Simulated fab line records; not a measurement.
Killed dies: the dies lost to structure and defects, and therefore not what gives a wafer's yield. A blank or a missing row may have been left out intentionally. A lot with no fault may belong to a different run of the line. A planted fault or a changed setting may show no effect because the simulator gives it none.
Matching of chambers || flow nand_harc || NHARC_A_BLC_ALD_23 on ald_metal-01 has 4 sister chambers
The step deposits TiN, target thk 3 nm, pulse time 1 s, ald cycles 150. 4 wafers are shown with their chamber, then 7 later ones without.

## WAFERS PAIRED WITH THEIR CHAMBERS
{"wafer": "L351.1", "chamber": 1, "heater_power_w (W)": 918}
{"wafer": "L361.5", "chamber": 0, "heater_power_w (W)": 1016}
{"wafer": "L363.4", "chamber": 3, "heater_power_w (W)": 1120}
{"wafer": "L363.5", "chamber": 2, "heater_power_w (W)": 1158}

## WAFERS WITH NO CHAMBER GIVEN
{"wafer": "L363.6", "heater_power_w (W)": 915}
{"wafer": "L362.1", "heater_power_w (W)": 1109}
{"wafer": "L362.3", "heater_power_w (W)": 1013}
{"wafer": "L362.4", "heater_power_w (W)": 916}
{"wafer": "L368.1", "heater_power_w (W)": 1177}
{"wafer": "L368.2", "heater_power_w (W)": 1083}
{"wafer": "L368.4", "heater_power_w (W)": 1016}

## WHICH CHAMBER EACH WENT THROUGH
{"wafer": "L363.6", "from the rows above": 1, "in truth": 1}
{"wafer": "L362.1", "from the rows above": 3, "in truth": 3}
{"wafer": "L362.3", "from the rows above": 0, "in truth": 0}
{"wafer": "L362.4", "from the rows above": 1, "in truth": 1}
{"wafer": "L368.1", "from the rows above": 2, "in truth": 2}
{"wafer": "L368.2", "from the rows above": "can't be placed: 3 or 0", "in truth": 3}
{"wafer": "L368.4", "from the rows above": 0, "in truth": 0}
Correct placement for 6 of the 7. These rows do not allow placing 1 (true chamber among the candidates in 1). 0 placed wrongly.
How it was worked out, from the rows above alone: a wafer's distance from a chamber is the root of the sum, over the readings, of the square of ((its reading less the chamber's mean) divided by the reading's scatter). The wafer belongs to the nearest chamber; if the next one is less than 2 further off, it can't be placed. A chamber's mean is the mean of its shown wafers. The scatter: root of mean squared gap, hidden wafer to nearest shown wafer, with one shown wafer a chamber.
